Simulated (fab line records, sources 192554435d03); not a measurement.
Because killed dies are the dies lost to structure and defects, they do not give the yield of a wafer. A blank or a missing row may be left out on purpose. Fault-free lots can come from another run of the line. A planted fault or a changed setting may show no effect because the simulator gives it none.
fab line records | flow n5-finfet
record: lots: 7 | wafers: 39
route steps=1938 shown BEOL_M4@1021 BEOL_M5@1191 BEOL_M8@1368 BEOL_M12@1639
start-h: hours from the record's opening day to when the first of the lot's shown wafers began | wait-h: how many hours have passed since the lot's step before this one | " identical to the entry in the row above | L1.1+2: one row covering several wafers at once | - either no value or no given start | * or withheld: withheld | < > ~ a bound
route shown NAME@n: names a module that has steps shown in the file, with the first one's number in the route | usual: mean/standard deviation of fault-free wafers | same: alike in all rows | chamber/n: place in a boat | sites: per-site readings | _std_site: standard deviation of those values | _edge_site: mean of outer sites minus mean of inner sites | radius-mm: for every site, how far away it sits from the centre of the wafer | mask NAME#n: copy n | behind: the last tool/chamber to shape the wafer | hold: why the lot went on hold/how many hours it stayed there/how the hold came to an end | device: the n, p or np transistor that did not switch | end of line: at the end of the route, the tests of the same wafers | a step without rows: its recipe alone | killed: count of dies lost to structure and defects at first sort (not the wafer's yield) | map: a wafer's dies, x killed, . not, _ none there
set.NAME: the run value of the setting; set.NAME@STEP: its run value at that earlier step | model.NAME: the simulator's own value behind a step, which no gauge read
lots run with intentionally changed settings; tables by step, rows by wafer
== steps ==
step: N5_BEOL_M4_ILD_DEP_00
recipe: material: SiOC | target-thk-a: 790 | temp-c: 350 | precursor: DEMS/O2 | pressure-torr: 5 | rf-w: 500 | time-s: 15.3
lot.wafer | tool     | chamber | start-h | wait-h | set.time-s | model.SiOC_of_BEOL_M4_ILD_DEP_00.thk-nm
L076.1    | pecvd-03 | 2       | 166.81  | 0.0    | 21.5       | 108.2
L076.2    | "        | 1       | "       | "      | 15.3       | 77.8
L076.3    | "        | 0       | "       | "      | 21.5       | 107.8
L076.4    | "        | 2       | "       | "      | 15.3       | 78.8
L076.5    | "        | 0       | "       | "      | 21.5       | 110
L076.6    | "        | 1       | "       | "      | 15.3       | 78.4
L077.1+3  | pecvd-01 | 1,0     | 169.71  | 0.0    | 15.3       | 77.6
L077.2    | "        | 2       | "       | "      | 15.3       | 78.4
L077.4    | "        | 0       | "       | "      | 18.4       | 95.4
L077.5    | "        | 2       | "       | "      | 18.4       | 94.6
L077.6    | "        | 1       | "       | "      | 18.4       | 94.2
L079.1    | pecvd-03 | 2       | 183.00  | 0.0    | 15.3       | 78.4
L079.2    | "        | 0       | "       | "      | 15.3       | 77.8
L079.3    | "        | 1       | "       | "      | 15.3       | 78.2
L079.4+5  | "        | 2,1     | "       | "      | 15.3       | 79.4
L079.6    | "        | 0       | "       | "      | 15.3       | 79.2
L080.1    | pecvd-03 | 2       | 188.05  | 0.0    | 15.3       | 77.8
L080.2    | "        | 1       | "       | "      | 11.87      | 60.4
L080.3    | "        | 0       | "       | "      | 11.87      | 60
L080.4    | "        | 2       | "       | "      | 11.87      | 61.2
L080.5    | "        | 0       | "       | "      | 15.3       | 78.4
L080.6    | "        | 1       | "       | "      | 15.3       | 79.2
L085.1    | pecvd-01 | 1       | 239.81  | 0.0    | 15.3       | 77.8
L085.2    | "        | 2       | "       | "      | 11.89      | 61.6
L085.3    | "        | 0       | "       | "      | 11.89      | 60.8
L085.4    | "        | 0       | "       | "      | 11.89      | 62
L085.5    | "        | 1       | "       | "      | 15.3       | 79
L085.6    | "        | 2       | "       | "      | 15.3       | 80.2
L086.1    | pecvd-04 | 0       | 240.10  | 0.0    | 21.78      | 109.6
L086.2    | "        | 1       | "       | "      | 15.3       | 78.6
L086.3    | "        | 2       | "       | "      | 21.78      | 109.8
L086.4    | "        | 2       | "       | "      | 15.3       | 78.4
L086.5    | "        | 1       | "       | "      | 21.78      | 112.4
L086.6    | "        | 0       | "       | "      | 15.3       | 77.4
L094.2    | pecvd-03 | 2       | 267.69  | 0.0    | 15.3       | 78.8
L094.4    | "        | 2       | "       | "      | 15.3       | 79
L094.5    | "        | 0       | "       | "      | 15.3       | 78.2
step: N5_BEOL_M4_THK_MEAS_01
recipe: reads: SiOC_of_BEOL_M4_ILD_DEP_00
usual: M4_ILD_THK: 78.7/0.98
lot.wafer | tool          | chamber | start-h | wait-h | set.time-s@BEOL_M4_ILD_DEP_00 | M4_ILD_THK[nm]
L076.1    | film-metro-02 | -       | 166.88  | 0.0    | 21.5                          | 108.3
L076.2    | "             | -       | "       | "      | 15.3                          | 77.7
L076.3    | "             | -       | "       | "      | 21.5                          | 107.8
L076.4    | "             | -       | "       | "      | 15.3                          | 78.9
L076.5    | "             | -       | "       | "      | 21.5                          | 110.0
L076.6    | "             | -       | "       | "      | 15.3                          | 78.4
L077.1    | film-metro-02 | -       | 169.78  | 0.0    | 15.3                          | 77.7
L077.2    | "             | -       | "       | "      | 15.3                          | 78.5
L077.3    | "             | -       | "       | "      | 15.3                          | 77.7
L077.4    | "             | -       | "       | "      | 18.4                          | 95.4
L077.5    | "             | -       | "       | "      | 18.4                          | 94.7
L077.6    | "             | -       | "       | "      | 18.4                          | 94.1
L079.1    | film-metro-01 | -       | 183.07  | 0.0    | 15.3                          | 78.4
L079.2    | "             | -       | "       | "      | 15.3                          | 77.8
L079.3    | "             | -       | "       | "      | 15.3                          | 78.2
L079.4    | "             | -       | "       | "      | 15.3                          | 79.5
L079.5    | "             | -       | "       | "      | 15.3                          | 79.4
L079.6    | "             | -       | "       | "      | 15.3                          | 79.3
L080.1    | film-metro-01 | -       | 188.12  | 0.0    | 15.3                          | 77.7
L080.2    | "             | -       | "       | "      | 11.87                         | 60.4
L080.3    | "             | -       | "       | "      | 11.87                         | 59.9
L080.4    | "             | -       | "       | "      | 11.87                         | 61.2
L080.5    | "             | -       | "       | "      | 15.3                          | 78.4
L080.6    | "             | -       | "       | "      | 15.3                          | 79.1
L085.1    | film-metro-02 | -       | 239.88  | 0.0    | 15.3                          | 77.8
L085.2    | "             | -       | "       | "      | 11.89                         | 61.6
L085.3    | "             | -       | "       | "      | 11.89                         | 60.9
L085.4    | "             | -       | "       | "      | 11.89                         | 62.0
L085.5    | "             | -       | "       | "      | 15.3                          | 79.0
L085.6    | "             | -       | "       | "      | 15.3                          | 80.1
L086.1    | film-metro-02 | -       | 240.17  | 0.0    | 21.78                         | 109.6
L086.2    | "             | -       | "       | "      | 15.3                          | 78.5
L086.3    | "             | -       | "       | "      | 21.78                         | 109.8
L086.4    | "             | -       | "       | "      | 15.3                          | 78.4
L086.5    | "             | -       | "       | "      | 21.78                         | 112.4
L086.6    | "             | -       | "       | "      | 15.3                          | 77.3
L094.2    | film-metro-02 | -       | 267.75  | 0.1    | 15.3                          | 78.7
L094.4    | "             | -       | "       | "      | 15.3                          | 78.9
L094.5    | "             | -       | "       | "      | 15.3                          | 78.1
step: N5_BEOL_M5_DEP_56
recipe: material: SiCN | target-thk-a: 80 | temp-c: withheld | precursor: 3MS/NH3 | pressure-torr: 3 | rf-w: 202 | time-s: 14
lot.wafer  | tool     | chamber | start-h | wait-h | set.time-s | model.SiCN_of_BEOL_M5_DEP_56.thk-nm
L076.1+4   | pecvd-02 | 2       | 194.81  | 0.0    | 9.202      | 5.2
L076.2+5   | "        | 0       | "       | "      | 14         | 8
L076.3     | "        | 1       | "       | "      | 14         | 7.8
L076.6     | "        | 1       | "       | "      | 9.202      | 5
L077.1+5   | pecvd-02 | 0       | 197.30  | 0.0    | 18.65      | 10.6
L077.2     | "        | 1       | "       | "      | 14         | 8
L077.3+4   | "        | 2       | "       | "      | 14         | 7.8
L077.6     | "        | 1       | "       | "      | 18.65      | 10.8
L079.1+3   | pecvd-04 | 0       | 205.52  | 0.0    | 14         | 7.8
L079.2+4+6 | "        | 1,1,0   | "       | "      | 14         | 8
L079.5     | "        | 1       | "       | "      | 14         | 8.2
L080.1+6   | pecvd-04 | 1,0     | 211.50  | 0.0    | 14         | 7.8
L080.2+3   | "        | 0       | "       | "      | 19.26      | 10.8
L080.4     | "        | 1       | "       | "      | 14         | 8.2
L080.5     | "        | 1       | "       | "      | 19.26      | 11.2
L085.1     | pecvd-04 | 1       | 261.97  | 0.0    | 14         | 8
L085.2     | "        | 2       | "       | "      | 16.87      | 9.2
L085.3     | "        | 2       | "       | "      | 14         | 7.6
L085.4     | "        | 1       | "       | "      | 14         | 8.2
L085.5     | "        | 2       | "       | "      | 16.87      | 9.6
L085.6     | "        | 1       | "       | "      | 16.87      | 9.8
L086.1     | pecvd-03 | 0       | 262.75  | 0.0    | 14         | 7.8
L086.2+5   | "        | 1,2     | "       | "      | 22.19      | 12.6
L086.3     | "        | 2       | "       | "      | 22.19      | 12.2
L086.4     | "        | 1       | "       | "      | 14         | 8.2
L086.6     | "        | 0       | "       | "      | 14         | 8
L094.2+5   | pecvd-03 | 2       | 292.41  | 0.0    | 14         | 7.8
L094.4     | "        | 1       | "       | "      | 14         | 8
step: N5_BEOL_M8_DESCUM_33
recipe: chemistry: O2 | time-s: 7 | source-power-w: 50 | bias-power-w: 20 | pressure-mtorr: 20 | rf-frequency-hz: 2.712e+07 | temp-c: 40 | resist: CAR-EUV | o2-flow-sccm: 225
lot.wafer    | tool        | chamber | start-h | wait-h | set.time-s | model.CAR-EUV_of_BEOL_M8_COAT_22.thk-nm
L076.1       | rie-diel-03 | 0       | 214.99  | 0.0    | 7          | 26.2
L076.2+4+5   | "           | 1,2,3   | "       | "      | 4.942      | 27
L076.3+6     | "           | 3,0     | "       | "      | 7          | 26
L077.1+4+5   | rie-diel-05 | 0,0,1   | 215.52  | 0.3    | 7          | 26
L077.2+3+6   | "           | 1,2,2   | "       | "      | 3.875      | 27.6
L079.1       | rie-diel-03 | 0       | 222.96  | 0.0    | 7          | 26
L079.2+4+5   | "           | 3,1,3   | "       | "      | 3.296      | 28
L079.3+6     | "           | 1,0     | "       | "      | 7          | 26.2
L080.1+3+6   | rie-diel-05 | 1,3,3   | 230.40  | 0.1    | 7          | 26
L080.2+4     | "           | 0,2     | "       | "      | 10.19      | 24.6
L080.5       | "           | 0       | "       | "      | 10.19      | 24.4
L086.1+4+5+6 | rie-diel-04 | 3,0,1,2 | 285.21  | 0.2    | 7          | 26
L086.2+3     | "           | 2,1     | "       | "      | 7          | 26.2
L085.1       | rie-diel-03 | 3       | 287.10  | 0.0    | 4.979      | 27
L085.2+6     | "           | 1,0     | "       | "      | 4.979      | 27.2
L085.3+5     | "           | 2,3     | "       | "      | 7          | 26.2
L085.4       | "           | 0       | "       | "      | 7          | 26
L094.2+4+5   | rie-diel-03 | 1,0,0   | 306.80  | 0.0    | 7          | 26
step: N5_BEOL_M8_ETCH_72
recipe: chemistry: N2/H2 | target: underlayer | target-depth-a: 65 | mask-material: CAR-EUV | time-s: 5.2 | ion-energy-ev: 200 | pressure-mtorr: 30 | source-w: 840 | bias-w: 150 | n2-flow-sccm: 200 | h2-flow-sccm: 200 | ends: cleared
lot.wafer      | tool        | chamber   | start-h | wait-h | set.time-s@BEOL_M8_DESCUM_33 | model.CAR-EUV_of_BEOL_M8_COAT_22.thk-nm
L076.1+3       | rie-diel-03 | 0,3       | 215.02  | 0.0    | 7                            | 20.4
L076.2+4+5     | "           | 1,2,3     | "       | "      | 4.942                        | 21.4
L076.6         | "           | 0         | "       | "      | 7                            | 20.2
L077.1+5       | rie-diel-05 | 0,1       | 215.55  | 0.0    | 7                            | 20.2
L077.2+3+6     | "           | 1,2,2     | "       | "      | 3.875                        | 21.8
L077.4         | "           | 0         | "       | "      | 7                            | 20.4
L079.1         | rie-diel-03 | 0         | 222.99  | 0.0    | 7                            | 20.2
L079.2+4+5     | "           | 3,1,3     | "       | "      | 3.296                        | 22.2
L079.3         | "           | 1         | "       | "      | 7                            | 20.6
L079.6         | "           | 0         | "       | "      | 7                            | 20.4
L080.1+3       | rie-diel-05 | 1,3       | 230.44  | 0.0    | 7                            | 20.2
L080.2+5       | "           | 0         | "       | "      | 10.19                        | 18.8
L080.4         | "           | 2         | "       | "      | 10.19                        | 18.6
L080.6         | "           | 3         | "       | "      | 7                            | 20.4
L086.1+2+3+4+5 | rie-diel-04 | 3,2,1,0,1 | 285.24  | 0.0    | 7                            | 20.4
L086.6         | "           | 2         | "       | "      | 7                            | 20.2
L085.1+2+6     | rie-diel-03 | 3,1,0     | 287.13  | 0.0    | 4.979                        | 21.4
L085.3+5       | "           | 2,3       | "       | "      | 7                            | 20.4
L085.4         | "           | 0         | "       | "      | 7                            | 20.2
L094.2+4+5     | rie-diel-03 | 1,0,0     | 306.83  | 0.0    | 7                            | 20.2
step: N5_BEOL_M12_TRENCH_ETCH_34
recipe: chemistry: C4F8/O2/Ar | target: SiOC | target-depth-a: 3189.5 | mask-material: SOC | pressure-mtorr: 30 | source-w: 3000 | bias-w: 700 | Ar_flow_sccm: 400 | C4F8_flow_sccm: 15 | O2_flow_sccm: 8 | he-inner-torr: 15 | he-outer-torr: 30 | time-s: 125.5 | ion-energy-ev: 250
lot.wafer | tool        | chamber | start-h | wait-h | set.target-depth-a | model.etch.depth-nm
L077.1    | rie-diel-05 | 0       | 242.42  | 0.0    | 3189.5             | 315.1
L077.2    | "           | 1       | "       | "      | 4177               | 422.6
L077.3    | "           | 3       | "       | "      | 4177               | 409.4
L077.4    | "           | 2       | "       | "      | 3189.5             | 308
L077.5    | "           | 1       | "       | "      | 4177               | 422
L077.6    | "           | 0       | "       | "      | 3189.5             | 318.4
L076.1    | rie-diel-04 | 1       | 244.01  | 0.0    | 3189.5             | 321.7
L076.2    | "           | 2       | "       | "      | 3189.5             | 323.6
L076.3    | "           | 0       | "       | "      | 4372               | 437
L076.4    | "           | 0       | "       | "      | 4372               | 440.2
L076.5    | "           | 2       | "       | "      | 4372               | 444.5
L076.6    | "           | 1       | "       | "      | 3189.5             | 319.4
L079.1    | rie-diel-03 | 1       | 249.91  | 0.0    | 3739               | 373.4
L079.2    | "           | 2       | "       | "      | 3739               | 381.6
L079.3    | "           | 0       | "       | "      | 3739               | 370.1
L079.4    | "           | 3       | "       | "      | 3189.5             | 329.1
L079.5    | "           | 1       | "       | "      | 3189.5             | 316.5
L079.6    | "           | 0       | "       | "      | 3189.5             | 316.4
L080.1    | rie-diel-05 | 2       | 257.65  | 0.0    | 3189.5             | 308.4
L080.2    | "           | 0       | "       | "      | 3189.5             | 320.8
L080.3    | "           | 1       | "       | "      | 3994               | 404.3
L080.4    | "           | 2       | "       | "      | 3994               | 385
L080.5    | "           | 1       | "       | "      | 3994               | 406.6
L080.6    | "           | 0       | "       | "      | 3189.5             | 318.8
L086.1    | rie-diel-05 | 1       | 309.94  | 0.0    | 2446               | 243.9
L086.2    | "           | 2       | "       | "      | 2446               | 232.5
L086.3    | "           | 0       | "       | "      | 3189.5             | 313.5
L086.4    | "           | 3       | "       | "      | 2446               | 241.2
L086.5    | "           | 2       | "       | "      | 3189.5             | 304.7
L086.6    | "           | 1       | "       | "      | 3189.5             | 321.2
L085.1    | rie-diel-04 | 2       | 312.00  | 0.0    | 3894               | 390
L085.2    | "           | 1       | "       | "      | 3189.5             | 318.2
L085.3    | "           | 3       | "       | "      | 3894               | 388.2
L085.4    | "           | 0       | "       | "      | 3189.5             | 316.7
L085.5    | "           | 0       | "       | "      | 3189.5             | 317.5
L085.6    | "           | 3       | "       | "      | 3894               | 390.8
L094.2    | rie-diel-04 | 3       | 340.69  | 0.0    | 3189.5             | 320.1
L094.4    | "           | 0       | "       | "      | 3189.5             | 317.6
L094.5    | "           | 1       | "       | "      | 3189.5             | 317.4
step: N5_BEOL_M12_STRIP_70
recipe: chemistry: C4F8/O2/Ar | resist: SiARC | rf-frequency-hz: 6e+07
step: N5_BEOL_M12_OCD_MEAS_35
usual: trench-depth-nm: 318/6
lot.wafer | tool   | chamber | start-h | wait-h | set.target-depth-a@BEOL_M12_TRENCH_ETCH_34 | trench-depth-nm
L077.1    | ocd-02 | -       | 242.58  | 0.0    | 3189.5                                     | 315
L077.2    | "      | -       | "       | "      | 4177                                       | 422
L077.3    | "      | -       | "       | "      | 4177                                       | 409
L077.4    | "      | -       | "       | "      | 3189.5                                     | 308
L077.5    | "      | -       | "       | "      | 4177                                       | 423
L077.6    | "      | -       | "       | "      | 3189.5                                     | 318
L076.1    | ocd-02 | -       | 244.17  | 0.0    | 3189.5                                     | 322
L076.2    | "      | -       | "       | "      | 3189.5                                     | 323
L076.3    | "      | -       | "       | "      | 4372                                       | 438
L076.4    | "      | -       | "       | "      | 4372                                       | 440
L076.5    | "      | -       | "       | "      | 4372                                       | 444
L076.6    | "      | -       | "       | "      | 3189.5                                     | 319
L079.1    | ocd-01 | -       | 250.06  | 0.0    | 3739                                       | 373
L079.2    | "      | -       | "       | "      | 3739                                       | 381
L079.3    | "      | -       | "       | "      | 3739                                       | 370
L079.4    | "      | -       | "       | "      | 3189.5                                     | 329
L079.5    | "      | -       | "       | "      | 3189.5                                     | 316
L079.6    | "      | -       | "       | "      | 3189.5                                     | 317
L080.1    | ocd-02 | -       | 257.81  | 0.0    | 3189.5                                     | 309
L080.2    | "      | -       | "       | "      | 3189.5                                     | 321
L080.3    | "      | -       | "       | "      | 3994                                       | 405
L080.4    | "      | -       | "       | "      | 3994                                       | 385
L080.5    | "      | -       | "       | "      | 3994                                       | 406
L080.6    | "      | -       | "       | "      | 3189.5                                     | 319
L086.1    | ocd-02 | -       | 310.09  | 0.0    | 2446                                       | 244
L086.2    | "      | -       | "       | "      | 2446                                       | 233
L086.3    | "      | -       | "       | "      | 3189.5                                     | 313
L086.4    | "      | -       | "       | "      | 2446                                       | 241
L086.5    | "      | -       | "       | "      | 3189.5                                     | 305
L086.6    | "      | -       | "       | "      | 3189.5                                     | 321
L085.1    | ocd-01 | -       | 312.16  | 0.0    | 3894                                       | 390
L085.2    | "      | -       | "       | "      | 3189.5                                     | 319
L085.3    | "      | -       | "       | "      | 3894                                       | 388
L085.4    | "      | -       | "       | "      | 3189.5                                     | 317
L085.5    | "      | -       | "       | "      | 3189.5                                     | 317
L085.6    | "      | -       | "       | "      | 3894                                       | 391
L094.2    | ocd-02 | -       | 340.84  | 0.0    | 3189.5                                     | 320
L094.4    | "      | -       | "       | "      | 3189.5                                     | 318
L094.5    | "      | -       | "       | "      | 3189.5                                     | 318
step: N5_BEOL_M12_STRIP_37
recipe: chemistry: N2/H2 | power-w: 1000 | temp-c: 250 | h2-frac: 0.65 | overash-fraction: 0.3 | pressure-mtorr: withheld | n2-flow-sccm: 1750 | h2-flow-sccm: 3250
step: N5_BEOL_M12_ETCH_38
recipe: chemistry: CF4/N2 | target: SiCN | target-depth-a: 687 | taper-deg: 2 | time-s: 73.4 | ion-energy-ev: 150 | mask-material: SiO2 | pressure-mtorr: 40 | source-w: 430 | bias-w: 70 | Ar_flow_sccm: 100 | cf4-flow-sccm: 60 | n2-flow-sccm: 60
step: N5_BEOL_M12_ECD_47
recipe: material: Cu | target-thk-a: 7200
step: N5_BEOL_M12_ANNEAL_48
recipe: temp-c: 225 | time-s: 90 | ambient: N2
step: N5_BEOL_M12_CMP_49
recipe: stop-on: SiOC | t-overpolish-s: 20.6 | down-force-psi: 1 | platen-rpm: 50 | clearing-platen-down-force-psi: 1.5 | clearing-platen-rpm: 50 | post-cmp-clean: cu-alkaline | target-thk-nm: 320 | clearing-platen-pad-velocity-m-s: 0.99484 | pad-velocity-m-s: 0.99484
lot.wafer | tool   | chamber | start-h | wait-h | set.target-depth-a@BEOL_M12_TRENCH_ETCH_34 | model.Cu_of_BEOL_M12_ECD_47.thk-nm
L077.2    | cmp-04 | 3       | 243.83  | 0.2    | 4177                                       | 425.8
L077.3    | "      | 0       | "       | "      | 4177                                       | 412.4
L077.1    | "      | 1       | "       | "      | 3189.5                                     | 319.4
L077.4    | "      | 2       | "       | "      | 3189.5                                     | 312
L077.6    | "      | 3       | "       | "      | 3189.5                                     | 323.6
L077.5    | "      | 0       | "       | "      | 4177                                       | 427
L076.4    | cmp-01 | 1       | 247.00  | 0.1    | 4372                                       | 441.6
L076.2    | "      | 2       | "       | "      | 3189.5                                     | 322.4
L076.1    | "      | 3       | "       | "      | 3189.5                                     | 321.8
L076.3    | "      | 0       | "       | "      | 4372                                       | 435.6
L076.6    | "      | 1       | "       | "      | 3189.5                                     | 320.8
L076.5    | "      | 2       | "       | "      | 4372                                       | 444.4
L079.4    | cmp-04 | 0       | 252.72  | 0.1    | 3189.5                                     | 331.6
L079.3    | "      | 1       | "       | "      | 3739                                       | 372.4
L079.2    | "      | 2       | "       | "      | 3739                                       | 382.8
L079.1    | "      | 3       | "       | "      | 3739                                       | 375.2
L079.6    | "      | 0       | "       | "      | 3189.5                                     | 317.2
L079.5    | "      | 1       | "       | "      | 3189.5                                     | 319.2
L080.4    | cmp-04 | 3       | 263.36  | 0.1    | 3994                                       | 386
L080.3    | "      | 0       | "       | "      | 3994                                       | 406.4
L080.2    | "      | 1       | "       | "      | 3189.5                                     | 324
L080.1    | "      | 2       | "       | "      | 3189.5                                     | 310.2
L080.6    | "      | 3       | "       | "      | 3189.5                                     | 319.6
L080.5    | "      | 0       | "       | "      | 3994                                       | 409.6
L086.3    | cmp-01 | 3       | 312.70  | 0.2    | 3189.5                                     | 317
L086.1    | "      | 0       | "       | "      | 2446                                       | 245.6
L086.4    | "      | 1       | "       | "      | 2446                                       | 244
L086.2    | "      | 2       | "       | "      | 2446                                       | 234.6
L086.6    | "      | 3       | "       | "      | 3189.5                                     | 324.6
L086.5    | "      | 0       | "       | "      | 3189.5                                     | 305.2
L085.3    | cmp-04 | 0       | 313.45  | 0.3    | 3894                                       | 392
L085.1    | "      | 1       | "       | "      | 3894                                       | 392.6
L085.2    | "      | 2       | "       | "      | 3189.5                                     | 320.4
L085.4    | "      | 3       | "       | "      | 3189.5                                     | 319.8
L085.5    | "      | 0       | "       | "      | 3189.5                                     | 321.2
L085.6    | "      | 1       | "       | "      | 3894                                       | 393.4
L094.4    | cmp-03 | 1       | 344.13  | 0.1    | 3189.5                                     | 322.8
L094.2    | "      | 3       | "       | "      | 3189.5                                     | 319.4
L094.5    | "      | 1       | "       | "      | 3189.5                                     | 321.4
step: N5_BEOL_M12_THK_MEAS_50
recipe: thk-meas-gauge: xrf | reads: Cu_of_BEOL_M12_ECD_47
usual: M12_THK: 329/6.4
lot.wafer | tool          | chamber | start-h | wait-h | set.target-depth-a@BEOL_M12_TRENCH_ETCH_34 | M12_THK[nm]
L077.1    | film-metro-02 | -       | 244.12  | -      | 3189.5                                     | 329
L077.2    | "             | -       | "       | "      | 4177                                       | 439
L077.3    | "             | -       | "       | "      | 4177                                       | 426
L077.4    | "             | -       | "       | "      | 3189.5                                     | 321
L077.5    | "             | -       | "       | "      | 4177                                       | 444
L077.6    | "             | -       | "       | "      | 3189.5                                     | 336
L076.1    | film-metro-02 | -       | 247.29  | -      | 3189.5                                     | 333
L076.2    | "             | -       | "       | "      | 3189.5                                     | 333
L076.3    | "             | -       | "       | "      | 4372                                       | 449
L076.4    | "             | -       | "       | "      | 4372                                       | 459
L076.5    | "             | -       | "       | "      | 4372                                       | 463
L076.6    | "             | -       | "       | "      | 3189.5                                     | 331
L079.1    | film-metro-01 | -       | 253.01  | -      | 3739                                       | 389
L079.2    | "             | -       | "       | "      | 3739                                       | 397
L079.3    | "             | -       | "       | "      | 3739                                       | 386
L079.4    | "             | -       | "       | "      | 3189.5                                     | 344
L079.5    | "             | -       | "       | "      | 3189.5                                     | 331
L079.6    | "             | -       | "       | "      | 3189.5                                     | 329
L080.1    | film-metro-02 | -       | 263.66  | -      | 3189.5                                     | 319
L080.2    | "             | -       | "       | "      | 3189.5                                     | 333
L080.3    | "             | -       | "       | "      | 3994                                       | 419
L080.4    | "             | -       | "       | "      | 3994                                       | 398
L080.5    | "             | -       | "       | "      | 3994                                       | 424
L080.6    | "             | -       | "       | "      | 3189.5                                     | 329
L086.1    | film-metro-01 | -       | 312.99  | -      | 2446                                       | 252
L086.2    | "             | -       | "       | "      | 2446                                       | 240
L086.3    | "             | -       | "       | "      | 3189.5                                     | 325
L086.4    | "             | -       | "       | "      | 2446                                       | 250
L086.5    | "             | -       | "       | "      | 3189.5                                     | 314
L086.6    | "             | -       | "       | "      | 3189.5                                     | 333
L085.1    | film-metro-01 | -       | 313.75  | -      | 3894                                       | 401
L085.2    | "             | -       | "       | "      | 3189.5                                     | 325
L085.3    | "             | -       | "       | "      | 3894                                       | 401
L085.4    | "             | -       | "       | "      | 3189.5                                     | 324
L085.5    | "             | -       | "       | "      | 3189.5                                     | 326
L085.6    | "             | -       | "       | "      | 3894                                       | 399
L094.2    | film-metro-01 | -       | 344.42  | -      | 3189.5                                     | 326
L094.4    | "             | -       | "       | "      | 3189.5                                     | 329
L094.5    | "             | -       | "       | "      | 3189.5                                     | 328
step: N5_BEOL_M12_PRE_CLEAN_52
recipe: gas: NH3 | time-s: 15 | temp-c: withheld | rf-power-w: 300
step: N5_BEOL_M12_DEP_53
recipe: material: SiCN | target-thk-a: 300 | temp-c: withheld | precursor: 3MS/NH3 | pressure-torr: 3 | rf-w: 675 | time-s: 10.5
step: N5_BEOL_M12_RS_MEAS_54
recipe: thk-meas-gauge: four-point-probe | reads: Cu_of_BEOL_M12_ECD_47+Ta_of_BEOL_M12_SPUTTER_44+TaN_of_BEOL_M12_SPUTTER_43
usual: M12_RS: 0.0599/0.0012
lot.wafer | tool          | chamber | start-h | wait-h | set.target-depth-a@BEOL_M12_TRENCH_ETCH_34 | M12_RS[ohm/sq]
L077.1    | film-metro-01 | -       | 244.26  | 0.1    | 3189.5                                     | 0.0601
L077.2    | "             | -       | "       | "      | 4177                                       | 0.0445
L077.3    | "             | -       | "       | "      | 4177                                       | 0.0459
L077.4    | "             | -       | "       | "      | 3189.5                                     | 0.0615
L077.5    | "             | -       | "       | "      | 4177                                       | 0.0444
L077.6    | "             | -       | "       | "      | 3189.5                                     | 0.0593
L076.1    | film-metro-02 | -       | 247.41  | 0.0    | 3189.5                                     | 0.0596
L076.2    | "             | -       | "       | "      | 3189.5                                     | 0.0594
L076.3    | "             | -       | "       | "      | 4372                                       | 0.0435
L076.4    | "             | -       | "       | "      | 4372                                       | 0.0430
L076.5    | "             | -       | "       | "      | 4372                                       | 0.0427
L076.6    | "             | -       | "       | "      | 3189.5                                     | 0.0599
L079.1    | film-metro-01 | -       | 253.13  | 0.0    | 3739                                       | 0.0509
L079.2    | "             | -       | "       | "      | 3739                                       | 0.0497
L079.3    | "             | -       | "       | "      | 3739                                       | 0.0513
L079.4    | "             | -       | "       | "      | 3189.5                                     | 0.0577
L079.5    | "             | -       | "       | "      | 3189.5                                     | 0.0600
L079.6    | "             | -       | "       | "      | 3189.5                                     | 0.0605
L080.1    | film-metro-01 | -       | 263.81  | 0.1    | 3189.5                                     | 0.0620
L080.2    | "             | -       | "       | "      | 3189.5                                     | 0.0590
L080.3    | "             | -       | "       | "      | 3994                                       | 0.0468
L080.4    | "             | -       | "       | "      | 3994                                       | 0.0493
L080.5    | "             | -       | "       | "      | 3994                                       | 0.0464
L080.6    | "             | -       | "       | "      | 3189.5                                     | 0.0600
L086.1    | film-metro-02 | -       | 313.12  | 0.0    | 2446                                       | 0.0790
L086.2    | "             | -       | "       | "      | 2446                                       | 0.0830
L086.3    | "             | -       | "       | "      | 3189.5                                     | 0.0607
L086.4    | "             | -       | "       | "      | 2446                                       | 0.0797
L086.5    | "             | -       | "       | "      | 3189.5                                     | 0.0630
L086.6    | "             | -       | "       | "      | 3189.5                                     | 0.0591
L085.1    | film-metro-02 | -       | 313.88  | 0.0    | 3894                                       | 0.0485
L085.2    | "             | -       | "       | "      | 3189.5                                     | 0.0599
L085.3    | "             | -       | "       | "      | 3894                                       | 0.0485
L085.4    | "             | -       | "       | "      | 3189.5                                     | 0.0601
L085.5    | "             | -       | "       | "      | 3189.5                                     | 0.0598
L085.6    | "             | -       | "       | "      | 3894                                       | 0.0483
L094.2    | film-metro-02 | -       | 344.55  | 0.0    | 3189.5                                     | 0.0601
L094.4    | "             | -       | "       | "      | 3189.5                                     | 0.0595
L094.5    | "             | -       | "       | "      | 3189.5                                     | 0.0596
== key ==
split: step: N5_BEOL_M4_ILD_DEP_00 | setting: time-s | stated: 15.3 | by: wafer
response: step: N5_BEOL_M4_ILD_DEP_00 | reading: model.SiOC_of_BEOL_M4_ILD_DEP_00.thk-nm | change: +0.772 | per: 1% | r: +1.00
response: step: N5_BEOL_M4_THK_MEAS_01 | reading: M4_ILD_THK | change: +0.772 | per: 1% | r: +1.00
split: step: N5_BEOL_M5_DEP_56 | setting: time-s | stated: 14 | by: wafer
response: step: N5_BEOL_M5_DEP_56 | reading: model.SiCN_of_BEOL_M5_DEP_56.thk-nm | change: +0.0791 | per: 1% | r: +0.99
split: step: N5_BEOL_M8_DESCUM_33 | setting: time-s | stated: 7 | by: wafer
response: step: N5_BEOL_M8_DESCUM_33 | reading: model.CAR-EUV_of_BEOL_M8_COAT_22.thk-nm | change: -0.0342 | per: 1% | r: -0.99
response: step: N5_BEOL_M8_ETCH_72 | reading: model.CAR-EUV_of_BEOL_M8_COAT_22.thk-nm | change: -0.0345 | per: 1% | r: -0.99
split: step: N5_BEOL_M12_TRENCH_ETCH_34 | setting: target-depth-a | stated: 3189.5 | by: wafer
response: step: N5_BEOL_M12_TRENCH_ETCH_34 | reading: model.etch.depth-nm | change: +3.25 | per: 1% | r: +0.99
response: step: N5_BEOL_M12_OCD_MEAS_35 | reading: trench-depth-nm | change: +3.25 | per: 1% | r: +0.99
response: step: N5_BEOL_M12_CMP_49 | reading: model.Cu_of_BEOL_M12_ECD_47.thk-nm | change: +3.25 | per: 1% | r: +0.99
response: step: N5_BEOL_M12_THK_MEAS_50 | reading: M12_THK | change: +3.38 | per: 1% | r: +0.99
response: step: N5_BEOL_M12_RS_MEAS_54 | reading: M12_RS | change: -0.00053 | per: 1% | r: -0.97
